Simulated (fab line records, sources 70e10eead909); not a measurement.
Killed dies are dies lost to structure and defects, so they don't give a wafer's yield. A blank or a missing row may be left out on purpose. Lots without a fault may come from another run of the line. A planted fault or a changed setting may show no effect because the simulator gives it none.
A struck lot beside a sound one | flow nand_harc | 14 steps out of a route of 1302
Sound: wafers L132.1, L132.2, L132.3. Struck: wafers L154.1, L154.4, L154.6. The cause comes at the end.
At each step with rows: each side's tool, then ch and its chambers, then its first start. Under that, the readings that differ: sound wafers | struck wafers | difference of the means | sigmas: that difference in standard deviations of wafers without a fault.
alike: readings whose means differ by less than 2 such deviations, and words and numbers that are the same on both sides. not compared: withheld readings, readings that some wafer has no value for, bounds like >300 that may hide the same value, and numbers for which the record gives no deviation and whose values overlap.
The two part at a step that has a row with sigmas, a row that says differs or no value, or rows on one side only. Numbers that don't overlap but have no deviation are shown without sigmas and don't part them. A reading that every wafer of one side lacks parts them only if that side has two wafers or more.

NHARC_A_SOURCE_PLATE_THK_MEAS_09: measures by ellipsometry.
  sound on film_metro-02, day 7 10:46; struck on film_metro-01, day 16 10:26
  alike: thk_nm
then, 3 steps without rows for these wafers: NHARC_A_SOURCE_PLATE_PVD_04 (deposits WSi2, target thk 50 nm); NHARC_A_SOURCE_PLATE_CVD_03 (deposits poly-Si, target thk 200 nm, time 4000 s); NHARC_A_SOURCE_PLATE_ANNEAL_05 (time 1800 s).
NHARC_A_SOURCE_PLATE_THK_MEAS_06: measures by ellipsometry.
  sound on film_metro-01, day 7 23:39; struck on film_metro-01, day 16 23:22
  alike: thk_nm
NHARC_A_SOURCE_PLATE_INSPECT_08:
  sound on defect_inspect-02, day 7 23:43; struck on defect_inspect-02, day 16 23:26
  reading          | sound    | struck     | difference | sigmas
  raw_defect_count | 42 51 65 | 133 64 159 | +66        | +3
then, 1 step without rows for these wafers: NHARC_A_ONON_D1_DEP_00 (target thk 1000 nm).
NHARC_A_ONON_D1_THK_MEAS_02: measures by ellipsometry.
  sound on film_metro-02, day 8 00:17; struck on film_metro-01, day 17 00:01
  alike: thk_nm
then, 1 step without rows for these wafers: NHARC_A_ONON_D1_DEP_03 (target thk 1000 nm).
NHARC_A_ONON_D1_THK_MEAS_05: measures by ellipsometry.
  sound on film_metro-01, day 8 00:52; struck on film_metro-01, day 17 00:35
  alike: thk_nm
NHARC_A_ONON_D1_DEP_06: target thk 1000 nm.
  sound on pecvd_onon-03 ch 0, day 8 00:55; struck on pecvd_onon-03 ch 0, day 17 00:38
NHARC_A_ONON_D1_THK_MEAS_08: measures by ellipsometry.
  sound on film_metro-02, day 8 01:26; struck on film_metro-01, day 17 01:08
  reading     | sound       | struck      | difference | sigmas
  thk_nm (nm) | 981 982 982 | 585 584 586 | -397       | -40
then, 1 step without rows for these wafers: NHARC_A_ONON_D1_DEP_09 (target thk 1000 nm).
-- the record jumps here: 16 days lie between the struck wafers' starts before and after (it left off in module A_ONON_D1 and takes up again in module END, whose first step shown is number 1302 of the route) --
NHARC_END_SORT_01:
  the record has rows for the struck wafers here (prober-02 ch 0, day 33 12:15) and none for the sound ones

WHERE THEY PART
First at NHARC_A_SOURCE_PLATE_INSPECT_08; last, within this record, at NHARC_END_SORT_01.

WHY: what the simulator had put in
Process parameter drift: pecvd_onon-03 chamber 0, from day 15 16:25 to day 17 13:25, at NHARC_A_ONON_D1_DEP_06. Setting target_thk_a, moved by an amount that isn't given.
